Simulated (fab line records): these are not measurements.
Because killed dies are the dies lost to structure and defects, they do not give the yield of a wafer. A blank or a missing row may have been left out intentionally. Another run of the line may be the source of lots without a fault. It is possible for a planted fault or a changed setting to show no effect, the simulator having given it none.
Matching of chambers || flow n5_finfet || rie_diel-06 running N5_BEOL_M0_STRIP_140: 4 sister chambers
The step strips in CF4. 7 wafers are shown with their chamber, then 7 later ones without.

== EACH WAFER AND ITS CHAMBER ==
{"wafer": "L076.3", "chamber": 0, "showerhead_plenum_p_Torr (Torr)": 1.69, "throttle_valve_pct (%)": 13.84}
{"wafer": "L080.6", "chamber": 3, "showerhead_plenum_p_Torr (Torr)": 1.77, "throttle_valve_pct (%)": 13.10}
{"wafer": "L083.2", "chamber": 1, "showerhead_plenum_p_Torr (Torr)": 1.81, "throttle_valve_pct (%)": 13.38}
{"wafer": "L083.5", "chamber": 2, "showerhead_plenum_p_Torr (Torr)": 1.82, "throttle_valve_pct (%)": 13.74}
{"wafer": "L083.6", "chamber": 1, "showerhead_plenum_p_Torr (Torr)": 1.81, "throttle_valve_pct (%)": 13.36}
{"wafer": "L084.1", "chamber": 3, "showerhead_plenum_p_Torr (Torr)": 1.77, "throttle_valve_pct (%)": 13.14}
{"wafer": "L084.5", "chamber": 2, "showerhead_plenum_p_Torr (Torr)": 1.81, "throttle_valve_pct (%)": 13.76}

== WAFERS WHOSE CHAMBER IS MISSING ==
{"wafer": "L084.6", "showerhead_plenum_p_Torr (Torr)": 1.77, "throttle_valve_pct (%)": 13.13}
{"wafer": "L090.1", "showerhead_plenum_p_Torr (Torr)": 1.80, "throttle_valve_pct (%)": 13.40}
{"wafer": "L090.3", "showerhead_plenum_p_Torr (Torr)": 1.89, "throttle_valve_pct (%)": 13.32}
{"wafer": "L090.4", "showerhead_plenum_p_Torr (Torr)": 1.76, "throttle_valve_pct (%)": 13.16}
{"wafer": "L095.2", "showerhead_plenum_p_Torr (Torr)": 1.76, "throttle_valve_pct (%)": 13.18}
{"wafer": "L095.3", "showerhead_plenum_p_Torr (Torr)": 1.80, "throttle_valve_pct (%)": 13.41}
{"wafer": "L095.4", "showerhead_plenum_p_Torr (Torr)": 1.89, "throttle_valve_pct (%)": 13.35}

== EACH ONE'S CHAMBER ==
{"wafer": "L084.6", "from the rows above": 3, "in truth": 3}
{"wafer": "L090.1", "from the rows above": 1, "in truth": 1}
{"wafer": "L090.3", "from the rows above": 1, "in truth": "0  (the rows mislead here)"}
{"wafer": "L090.4", "from the rows above": 3, "in truth": 3}
{"wafer": "L095.2", "from the rows above": 3, "in truth": 3}
{"wafer": "L095.3", "from the rows above": 1, "in truth": 1}
{"wafer": "L095.4", "from the rows above": 1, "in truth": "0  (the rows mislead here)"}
Placed correctly: 5 of 7. Left unplaced by these rows: 0. Placed wrongly: 2.
How it was worked out, from the rows above alone: a wafer's distance from a chamber is the root of the sum, over the readings, of the square of ((its reading less the chamber's mean) divided by the reading's scatter). The wafer belongs to the nearest chamber; if the next one is less than 2 further off, it can't be placed. For every chamber, the mean is computed from those of its wafers that are shown. The scatter: take each reading less its chamber's mean, square it, sum over the shown wafers, divide by the number of wafers less the number of chambers, and take the root.
